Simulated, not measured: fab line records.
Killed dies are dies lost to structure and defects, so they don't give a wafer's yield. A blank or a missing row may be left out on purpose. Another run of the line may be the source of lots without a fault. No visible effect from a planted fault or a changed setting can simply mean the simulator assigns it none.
Split-lot study | flow n5-finfet | route with 1938 steps; 7 lots, 21 wafers read

== THE SPLIT ==
At N5_BEOL_M9_TRENCH_ETCH_37 (etches SiCOH lowk in C4F6/O2, target depth 151.43 nm, time 49 s), the setting source-w was moved away from the recipe's 345 W on 9 of the 21 wafers read, by -16.8% to +14.8%. All remaining wafers had this setting at the recipe value.

Reading taken at the split's own step.

== THE READING ==
rf-vpp-V, in V, at N5_BEOL_M9_TRENCH_ETCH_37 (etches SiCOH lowk in C4F6/O2, target depth 151.43 nm, time 49 s). Fault-free wafers of this fab line usually give 666 V, standard deviation 10 V.

wafer  | tool, chamber at the split | source-w as run, W | against the recipe | rf-vpp-V, V | against lot-mates on the recipe
L082.1 | rie-diel-02, 1             | 345                | recipe             | 667         | -
L082.2 | rie-diel-02, 3             | 310.3              | -10.1%             | 716         | +47
L082.4 | rie-diel-02, 0             | 345                | recipe             | 671         | -
L077.2 | rie-diel-02, 0             | 345                | recipe             | 671         | -
L077.4 | rie-diel-02, 3             | 372.8              | +8.1%              | 652         | -19
L077.5 | rie-diel-02, 3             | 372.8              | +8.1%              | 654         | -17
L083.2 | rie-diel-02, 0             | 345                | recipe             | 671         | -
L083.4 | rie-diel-02, 1             | 379.5              | +10.0%             | 634         | -34
L083.5 | rie-diel-02, 2             | 345                | recipe             | 666         | -
L086.1 | rie-diel-01, 1             | 287.1              | -16.8%             | 709         | no lot-mate on the recipe
L086.3 | rie-diel-01, 3             | 287.1              | -16.8%             | 755         | no lot-mate on the recipe
L086.5 | rie-diel-01, 0             | 287.1              | -16.8%             | 729         | no lot-mate on the recipe
L087.1 | rie-diel-02, 2             | 345                | recipe             | 665         | -
L087.2 | rie-diel-02, 0             | 395.9              | +14.8%             | 624         | -42
L087.4 | rie-diel-02, 1             | 345                | recipe             | 667         | -
L090.2 | rie-diel-02, 3             | 345                | recipe             | 678         | -
L090.3 | rie-diel-02, 1             | 345                | recipe             | 665         | -
L090.5 | rie-diel-02, 3             | 296.2              | -14.1%             | 733         | +62
L092.1 | rie-diel-02, 0             | 345                | recipe             | 672         | -
L092.2 | rie-diel-02, 1             | 345                | recipe             | 666         | -
L092.4 | rie-diel-02, 3             | 345                | recipe             | 678         | -

THE FIT
A straight line over all 21 wafers: rf-vpp-V changes by -3.55 V for each +1% of source-w; r = -0.96; the points scatter about the line by 9.6 V.
The same after taking each lot's own level away (the mean of its wafers on the recipe; 18 wafers): -3.54 V for each +1%; r = -0.97; scatter 6.1 V.
That fit puts the effect of the largest move of source-w on the reading at 59 V.
The span of the lots' own levels, 666.0 to 672.0 V, comes to 0.6 times the standard deviation stated above.
The two slopes are in agreement: the lot-to-lot level therefore moves the slope only a little.
Check: for one of the wafers moved furthest among these (+14.8%), held out of the fit, the line's prediction against its lot-mates is -52.4 V. Against them it came out at -42 V.
Tool readings at the split's step, against how far the setting was moved: rf-vpp-V r = -0.96.

== FILE'S OWN FIT ==
rf-vpp-V changes by -3.62 V for each +1% of source-w, r = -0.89.
